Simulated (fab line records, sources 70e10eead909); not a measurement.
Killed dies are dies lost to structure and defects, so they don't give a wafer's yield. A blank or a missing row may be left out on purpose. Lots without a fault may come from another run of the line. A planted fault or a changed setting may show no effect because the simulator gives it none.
A struck lot beside a sound one | flow nand_harc | 15 steps out of a route of 1302
Sound: wafers L414.1, L414.4, L414.6. Struck: wafers L409.1, L409.4. (L409.5 of the same lot was not struck and is left out.) The cause comes at the end.
At each step with rows: each side's tool, then ch and its chambers, then its first start. Under that, the readings that differ: sound wafers | struck wafers | difference of the means | sigmas: that difference in standard deviations of wafers without a fault.
alike: readings whose means differ by less than 2 such deviations, and words and numbers that are the same on both sides. not compared: withheld readings, readings that some wafer has no value for, bounds like >300 that may hide the same value, and numbers for which the record gives no deviation and whose values overlap.
The two part at a step that has a row with sigmas, a row that says differs or no value, or rows on one side only. Numbers that don't overlap but have no deviation are shown without sigmas and don't part them. A reading that every wafer of one side lacks parts them only if that side has two wafers or more.

first, 8 steps without rows for these wafers: NHARC_A_BLC_COAT_02 (time 75 s); NHARC_A_BLC_COAT_03 (time 65 s); NHARC_A_BLC_COAT_04 (resist thk 90 nm); NHARC_A_BLC_SOFTBAKE_05 (time 55 s); NHARC_A_BLC_EBR_06; NHARC_A_BLC_EXPOSE_07 (exposes mask A BLC, target cd 100 nm); NHARC_A_BLC_PEB_08 (peb time 65 s); NHARC_A_BLC_DEVELOP_09 (develop time 35 s).
NHARC_A_BLC_CD_MEAS_10: target cd 100 nm.
  sound on cd_sem-02 ch 0, day 28 22:10; struck on cd_sem-03 ch 0, day 26 05:16
  alike: cd_nm
NHARC_A_BLC_OVL_MEAS_11:
  sound on overlay-01, day 28 22:15; struck on overlay-02, day 26 05:21
  reading           | sound          | struck  | difference | sigmas
  overlay_y_nm (nm) | -1.3 -1.0 -1.5 | 1.7 1.8 | +3.0       | +3
  alike: overlay_x_nm
NHARC_A_BLC_INSPECT_12:
  sound on defect_inspect-01, day 28 22:17; struck on defect_inspect-01, day 26 05:23
  reading          | sound       | struck | difference | sigmas
  raw_defect_count | 144 138 160 | 82 71  | -71        | -2
NHARC_A_BLC_DESCUM_15: chemistry O2, time 3 s.
  sound on rie_diel-07 ch 1,2,3, day 28 22:22; struck on rie_diel-04 ch 0,1, day 26 05:28
  alike: chamber_pressure_mTorr, drypump_motor_current_A, oes_product_au, rf_vpp_V, showerhead_plenum_p_Torr, throttle_valve_pct
  not compared: rf_hours_counter_h
NHARC_A_BLC_ETCH_16: etches the open film in CF4, target depth 39 nm, time 65 s.
  sound on rie_diel-07 ch 1,3, day 28 22:26; struck on rie_diel-04 ch 2,3, day 26 05:32
  reading          | sound          | struck    | difference | sigmas
  run_length_s (s) | 86.7 86.5 86.4 | 69.3 68.9 | -17.4      | -30
  alike: chamber_pressure_mTorr, drypump_motor_current_A, oes_product_au, rf_vpp_V, showerhead_plenum_p_Torr, throttle_valve_pct
  not compared: rf_hours_counter_h
NHARC_A_BLC_ETCH_17: etches the open film in N2/H2, target depth 390 nm, time 609.38 s.
  sound on rie_diel-07 ch 0,1,2; struck on rie_diel-04 ch 0,1
  alike: chamber_pressure_mTorr, drypump_motor_current_A, oes_product_au, rf_vpp_V, run_length_s, showerhead_plenum_p_Torr, throttle_valve_pct
  not compared: rf_hours_counter_h
NHARC_END_SORT_01:
  the record has rows for the struck wafers here (prober-02 ch 0, day 28 03:37) and none for the sound ones

WHERE THEY PART
First at NHARC_A_BLC_OVL_MEAS_11; last, within this record, at NHARC_END_SORT_01.

WHY: what the simulator had put in
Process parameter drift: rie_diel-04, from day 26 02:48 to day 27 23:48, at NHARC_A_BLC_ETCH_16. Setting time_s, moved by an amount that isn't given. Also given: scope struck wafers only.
